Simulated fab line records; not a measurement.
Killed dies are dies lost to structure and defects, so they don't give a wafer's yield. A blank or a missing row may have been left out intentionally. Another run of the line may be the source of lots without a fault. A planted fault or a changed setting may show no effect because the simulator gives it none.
One fault through the eyes of 2 desks | flow n5-finfet | each desk has only its own numbers; what lay behind them comes last

THE METROLOGY DESK
What the gauges read for every lot (on any tool): the sampled wafers with a number, averaged. A lot is out of limits, marked OUT, if its mean lies more than 4 standard deviations from the usual mean; the brackets give that distance. Only the readings that lie furthest out on some lot appear, 7 of the 10 it has.
Columns: A = DIBL_N at N5_BEOL_M4_RC_MEAS_101, usual 36.0 mV/V; B = DIBL_P at N5_BEOL_M4_RC_MEAS_101, usual 36.2 mV/V; C = IOFF_N at N5_BEOL_M4_RC_MEAS_101, usual 0.155 nA/um; D = ION_N at N5_BEOL_M4_RC_MEAS_101, usual 674 uA/um; E = ION_P at N5_BEOL_M4_RC_MEAS_101, usual 463 uA/um; F = SS_N at N5_BEOL_M4_RC_MEAS_101, usual 71.4 mV/dec; G = VT_N at N5_BEOL_M4_RC_MEAS_101, usual 250.0 mV
lot  | first seen here | A    | B    | C     | D   | E   | F    | G
L354 | day 9 19:06     | 34.0 | 33.6 | 0.111 | 657 | 457 | 70.8 | 255.0
L355 | day 11 04:40    | 36.3 | 36.4 | 0.146 | 668 | 456 | 71.6 | 251.3
L356 | day 11 09:54    | 36.3 | 35.9 | 0.153 | 677 | 458 | 71.2 | 250.7
L358 | day 11 18:32    | 36.0 | 37.2 | 0.162 | 683 | 471 | 71.2 | 249.0
L361 | day 12 05:06    | 37.1 | 37.5 | 0.155 | 671 | 461 | 71.8 | 249.8
L362 | day 12 11:48    | 35.4 | 36.5 | 0.151 | 672 | 458 | 71.3 | 251.0
L363 | day 12 12:08    | 36.6 | 35.9 | 0.167 | 678 | 458 | 71.1 | 249.1
L366 | day 13 07:53    | 33.6 | 34.0 | 0.138 | 668 | 458 | 71.3 | 249.5
L371 | day 14 10:12    | 35.2 | 37.6 | 0.143 | 671 | 461 | 71.6 | 250.8
L373 | day 14 15:31    | 36.9 | 36.6 | 0.167 | 681 | 474 | 72.1 | 251.0
Result from this desk: across the 10 lots, nothing is out of limits.

DESK OF THE TOOL OWNER: cvd-co-02
The tool's own readings at N5_BEOL_M3_CVD_47 (deposits Co from CCTBA/H2, target thk 3 nm, time 223.8 s): means of the sampled wafers that have a number, for each lot that ran on this tool. A lot is out of limits, marked OUT, if its mean lies more than 4 standard deviations from the usual mean; the brackets give that distance.
Columns: A = run-length-s at N5_BEOL_M3_CVD_47, usual 246.2 s
lot  | first seen here | A
L355 | day 9 22:02     | 246.2
L358 | day 10 01:42    | 245.8
L361 | day 10 15:12    | 246.4
L363 | day 10 22:35    | 246.5
L366 | day 11 15:25    | 246.5
L371 | day 13 09:22    | 181.4 (-99 or more) OUT
L373 | day 14 02:24    | 224.4 (-53) OUT
Finding of this desk: L371, L373 out of limits; the first was L371 at day 13 09:22, on run-length-s at N5_BEOL_M3_CVD_47. L355, L358, L361, L363, L366 stayed within limits.

ALL TOGETHER
An alarm could have come from the tool owner's desk at day 13 09:22, on L371, L373.
Metrology desk: nothing out of limits seen.
The metrology desk has L371, L373 on record, within its limits.
The lots listed all ran N5_BEOL_M3_CVD_47 on cvd-co-02.

WHAT THE SIMULATOR PUT IN
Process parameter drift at N5_BEOL_M3_CVD_47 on cvd-co-02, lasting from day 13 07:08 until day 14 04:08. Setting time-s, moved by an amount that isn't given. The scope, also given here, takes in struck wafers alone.
Struck lots among those shown: L371, L373.
Each desk's first reading out of limits, in hours after the fault started: the tool owner's desk, 2.
